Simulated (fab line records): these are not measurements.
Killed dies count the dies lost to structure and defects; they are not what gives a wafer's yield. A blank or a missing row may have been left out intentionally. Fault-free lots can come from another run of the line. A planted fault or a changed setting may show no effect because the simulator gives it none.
Chamber matching | flow n5 finfet | 3 sister chambers for N5_BEOL_M14_ILD_DEP_00 on pecvd-03
The step deposits SiO2 from TEOS/O2, target thk 1119.3 nm, time 237.4 s. 14 wafers are shown with their chamber, then 7 later ones without.

== WAFERS WITH THEIR CHAMBER ==
wafer  | chamber | throttle valve pct (%) | heater power w (W) | showerhead plenum p Torr (Torr)
L075.1 | 0       | 19.1                   | 425                | 8.33
L075.3 | 2       | 17.4                   | 462                | 8.29
L075.6 | 0       | 18.9                   | 471                | 8.32
L077.1 | 1       | 20.7                   | 677                | 8.36
L077.2 | 0       | 18.9                   | 456                | 8.36
L077.6 | 2       | 17.5                   | 464                | 8.31
L083.1 | 1       | 20.8                   | 669                | 8.39
L083.2 | 0       | 18.9                   | 439                | 8.35
L083.3 | 2       | 17.5                   | 602                | 8.34
L083.4 | 1       | 20.7                   | 562                | 8.36
L083.5 | 0       | 18.9                   | 460                | 8.34
L083.6 | 2       | 17.7                   | 468                | 8.32
L086.3 | 0       | 18.8                   | 354                | 8.36
L086.5 | 0       | 19.1                   | 426                | 8.32

SIGNATURES, as means of the wafers listed above
reading                  | chamber 0 | chamber 1 | chamber 2 | scatter within a chamber
throttle valve pct       | 18.943    | 20.733    | 17.525    | 0.109
heater power w           | 433.00    | 636.00    | 499.00    | 53.5
showerhead plenum p Torr | 8.3400    | 8.3700    | 8.3150    | 0.0183
Rule: for each reading, subtract the chamber's mean from the wafer's reading, divide by that reading's scatter and square the result; add these up over the readings and take the root, which gives the wafer's distance from the chamber. If the next closest chamber is less than 2 further off than the closest, the wafer can't be placed; otherwise it belongs to the closest. The scatter: the root of (the sum of the squares of (reading less its chamber's mean) over the shown wafers, divided by (wafers less chambers)).

== WAFERS WITH NO CHAMBER GIVEN ==
wafer  | throttle valve pct (%) | heater power w (W) | showerhead plenum p Torr (Torr)
L086.6 | 17.6                   | 559                | 8.32
L088.2 | 21.0                   | 675                | 8.36
L088.3 | 18.8                   | 461                | 8.37
L088.4 | 19.0                   | 345                | 8.35
L089.2 | 20.8                   | 697                | 8.38
L089.3 | 19.0                   | 453                | 8.35
L089.4 | 18.0                   | 592                | 8.31

== THE CHAMBER EACH PASSED THROUGH ==
wafer  | from the rows above | in truth
L086.6 | 2                   | 2
L088.2 | 1                   | 1
L088.3 | 0                   | 0
L088.4 | 0                   | 0
L089.2 | 1                   | 1
L089.3 | 0                   | 0
L089.4 | 2                   | 2
Correctly placed: 7 of 7. Can't be placed from these rows: 0. Number placed wrongly: 0.
